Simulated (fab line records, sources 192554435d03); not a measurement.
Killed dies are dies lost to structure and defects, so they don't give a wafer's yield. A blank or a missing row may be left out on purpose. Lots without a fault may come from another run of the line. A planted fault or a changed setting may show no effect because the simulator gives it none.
Split-lot experiment | flow n5_finfet | 7 lots, 21 wafers read, on a route of 1938 steps

THE SPLIT
At N5_SD_EPI_P_COAT_34 (time 60 s, resist thk 350 nm), the setting spin_rpm was moved away from the recipe's 1500 rpm on 6 of the 21 wafers read, by -8.4% to +6.7%. The other wafers ran this setting at the recipe's value.

The reading is taken at the split's own step.

THE READING
SOC_of_SD_EPI_P_COAT_34.thk_nm (the simulator's own value, which no gauge read), in nm, at N5_SD_EPI_P_COAT_34 (time 60 s, resist thk 350 nm). The file gives no usual value for it. The 15 wafers here that ran the recipe average 350.5 nm, standard deviation 0.65 nm.

wafer  | tool, chamber at the split | spin_rpm as run, rpm | against the recipe | SOC_of_SD_EPI_P_COAT_34.thk_nm, nm | against lot-mates on the recipe
L074.2 | litho_track-05, 0          | 1500                 | recipe             | 350.8                              | -
L074.3 | litho_track-05, 0          | 1374                 | -8.4%              | 366.2                              | +15.4
L074.6 | litho_track-05, 0          | 1374                 | -8.4%              | 365.6                              | +14.8
L081.3 | litho_track-05, 0          | 1500                 | recipe             | 351.4                              | -
L081.4 | litho_track-05, 0          | 1500                 | recipe             | 351                                | -
L081.6 | litho_track-05, 0          | 1500                 | recipe             | 350.8                              | -
L084.1 | litho_track-04, 0          | 1500                 | recipe             | 350.4                              | -
L084.3 | litho_track-04, 0          | 1409                 | -6.1%              | 361.2                              | +10.6
L084.4 | litho_track-04, 0          | 1500                 | recipe             | 350.8                              | -
L087.1 | litho_track-01, 0          | 1601                 | +6.7%              | 338.6                              | -12.4
L087.2 | litho_track-01, 0          | 1601                 | +6.7%              | 338                                | -13.0
L087.5 | litho_track-01, 0          | 1500                 | recipe             | 351                                | -
L090.2 | litho_track-05, 0          | 1500                 | recipe             | 350.6                              | -
L090.5 | litho_track-05, 0          | 1500                 | recipe             | 350.6                              | -
L090.6 | litho_track-05, 0          | 1500                 | recipe             | 350.4                              | -
L091.1 | litho_track-04, 0          | 1578                 | +5.2%              | 342.4                              | -8.5
L091.3 | litho_track-04, 0          | 1500                 | recipe             | 351.4                              | -
L091.6 | litho_track-04, 0          | 1500                 | recipe             | 350.4                              | -
L093.2 | litho_track-04, 0          | 1500                 | recipe             | 349                                | -
L093.3 | litho_track-04, 0          | 1500                 | recipe             | 349.6                              | -
L093.4 | litho_track-04, 0          | 1500                 | recipe             | 349.6                              | -

THE FIT
A straight line over all 21 wafers: SOC_of_SD_EPI_P_COAT_34.thk_nm changes by -1.79 nm for each +1% of spin_rpm; r = -1.00; the points scatter about the line by 0.66 nm.
The same after taking each lot's own level away (the mean of its wafers on the recipe; 21 wafers): -1.8 nm for each +1%; r = -1.00; scatter 0.39 nm.
On that fit, the largest move of spin_rpm shifts the reading by 15 nm.
The lots' own levels span 349.40 to 351.07 nm, that is 2.6 times the standard deviation above.
So the lot-to-lot level changes the slope little: the two slopes agree.
Check: with one of the wafers moved furthest among these (-8.4%) left out of the fit, the line predicts +15 nm for it against its lot-mates. It came out at +15.4 nm against them.

OTHER SPLITS ON THESE WAFERS
These wafers also went through other splits before the reading. Each is held against what the fit with the lots' levels taken away leaves over:
other split on the same wafers                    | wafers away from the commonest value | r with SOC_of_SD_EPI_P_COAT_34.thk_nm (lot level and that fit taken away)
N5_PMOS_HMC_CHANNEL_EPI_PEB_07 peb_time_s         | 6                                    | -0.03
N5_PMOS_HMC_CHANNEL_EPI_DEVELOP_08 develop_time_s | 4                                    | -0.07
N5_FIN_SAQP_ETCH_65 time_s                        | 7                                    | -0.31
N5_FIN_CUT_COAT_19 spin_rpm                       | 10                                   | +0.14
N5_SPACER0_ALD_00 ald_cycles                      | 6                                    | -0.05
N5_SD_EPI_N_PEB_07 peb_time_s                     | 5                                    | +0.32

THE FILE'S OWN FIT
SOC_of_SD_EPI_P_COAT_34.thk_nm changes by -1.79 nm for each +1% of spin_rpm, r = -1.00.
